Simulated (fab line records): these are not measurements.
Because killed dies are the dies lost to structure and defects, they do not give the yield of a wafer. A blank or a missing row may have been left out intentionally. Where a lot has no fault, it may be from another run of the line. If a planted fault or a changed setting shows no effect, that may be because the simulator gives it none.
A struck lot beside a sound one | flow n5Finfet | 14 steps out of a route of 1938
Sound: wafers L586.2, L586.5, L586.6. The struck wafers were L592.1, L592.2, L592.6. The cause is given at the end.
At each step with rows: each side's tool, then ch and its chambers, then its first start. Under that, the readings that differ: sound wafers | struck wafers | difference of the means | sigmas: that difference in standard deviations of wafers without a fault.
alike: a reading whose means differ by less than 2 such deviations, as well as words and numbers matching on both sides. not compared: withheld readings; readings where some wafer has no value; bounds like >300 that might hide an equal value; numbers whose values overlap and for which the record gives no deviation.
The two part at a step that has a row with sigmas, a row that says differs or no value, or rows on one side only. When numbers do not overlap yet have no deviation, they are printed without sigmas and do not part them. Lack of a reading on every wafer of one side parts them only where that side has two or more wafers.

first, 2 steps without rows for these wafers: N5_BEOL_M11_PEB_26 (peb time 60 s); N5_BEOL_M11_DEVELOP_27 (develop time 30 s).
N5_BEOL_M11_CD_MEAS_28: target cd 70 nm.
  sound on cdSem-03 ch 0, day 10 11:02; struck on cdSem-02 ch 0, day 11 17:45
  alike: cdNm
N5_BEOL_M11_OVL_MEAS_29:
  sound on overlay-02 ch 0, day 10 11:05; struck on overlay-02 ch 0, day 11 17:47
  alike: V10_OVL
N5_BEOL_M11_INSPECT_30: inspects for defects (brightfield).
  struck on defectInspect-02, day 11 17:55; sound on defectInspect-01, day 10 11:06
  alike: rawDefectCount
then, 1 step without rows for these wafers: N5_BEOL_M11_DESCUM_33 (chemistry O2, time 7.9 s).
N5_BEOL_M11_ETCH_65: etches SiARC in CF4, target depth 39 nm, time 65 s.
  sound on rieDiel-04 ch 1,2,3, day 10 11:10; struck on rieDiel-04 ch 2,3, day 11 18:00
  alike: biasW, drypumpMotorCurrentA, etchRfOnTimeS, oesProductAu, rfVppV, showerheadPlenumPTorr, throttleValvePct
  not compared: rfHoursCounterH
N5_BEOL_M11_ETCH_66: etches SOC in N2/H2, target depth 120 nm, overetch 24 nm, time 180 s.
  sound on rieDiel-04 ch 1,2,3, day 10 11:13; struck on rieDiel-04 ch 2,3, day 11 18:03
  alike: biasW, drypumpMotorCurrentA, n2FlowSccm, oesProductAu, rfVppV, showerheadPlenumPTorr, tempC, throttleValvePct
  not compared: rfHoursCounterH
then, 1 step without rows for these wafers: N5_BEOL_M11_STRIP_69 (strips in N2/H2).
N5_BEOL_M11_VIA_ETCH_34: etches SiCOH lowk in C4F6/O2, target depth 184.5 nm, time 69.2 s.
  sound on rieDiel-04 ch 1,2,3, day 10 11:20; struck on rieDiel-04 ch 2,3, day 11 18:10
  alike: C4F6_flow_sccm, biasW, drypumpMotorCurrentA, oes_o_777_au, oesProductAu, rfVppV, showerheadPlenumPTorr, throttleValvePct
  not compared: rfHoursCounterH
then, 1 step without rows for these wafers: N5_BEOL_M11_STRIP_73 (strips in C4F6/O2).
N5_BEOL_M11_STRIP_36: strips in N2/H2.
  sound on rieDiel-04 ch 1,2,3, day 10 11:25; struck on rieDiel-04 ch 2,3, day 11 18:14
  alike: drypumpMotorCurrentA, n2FlowSccm, oesProductAu, rfVppV, showerheadPlenumPTorr, tempC, throttleValvePct
  not compared: rfHoursCounterH
N5_BEOL_M11_TRENCH_ETCH_37: etches SiCOH lowk in C4F6/O2, target depth 148.83 nm, time 48 s.
  sound on rieDiel-04 ch 1,2,3, day 10 11:27; struck on rieDiel-04 ch 2,3, day 11 18:16
reading    | sound             | struck            | difference | sigmas
biasW (W)  | 186.1 186.1 184.5 | 194.2 194.9 194.5 | +9.0       | +17
rfVppV (V) | 657 678 658       | 683 682 682       | +18        | +2
  alike: C4F6_flow_sccm, drypumpMotorCurrentA, oes_o_777_au, oesProductAu, showerheadPlenumPTorr, throttleValvePct
  not compared: rfHoursCounterH
N5_BEOL_M11_ETCH_41: etches SiCN in CH3F/O2, target depth 42.6 nm, time 86 s.
  sound on rieDiel-04 ch 1,2,3; struck on rieDiel-04 ch 2,3
  alike: biasW, drypumpMotorCurrentA, oesProductAu, rfVppV, showerheadPlenumPTorr, throttleValvePct
  not compared: rfHoursCounterH

WHERE THEY PART
N5_BEOL_M11_TRENCH_ETCH_37 only, going by this record. Later steps at which nothing parts them and some readings are alike: N5_BEOL_M11_ETCH_41.

WHY: what had been put in by the simulator
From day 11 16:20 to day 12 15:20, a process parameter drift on rieDiel-04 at N5_BEOL_M11_TRENCH_ETCH_37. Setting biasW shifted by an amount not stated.
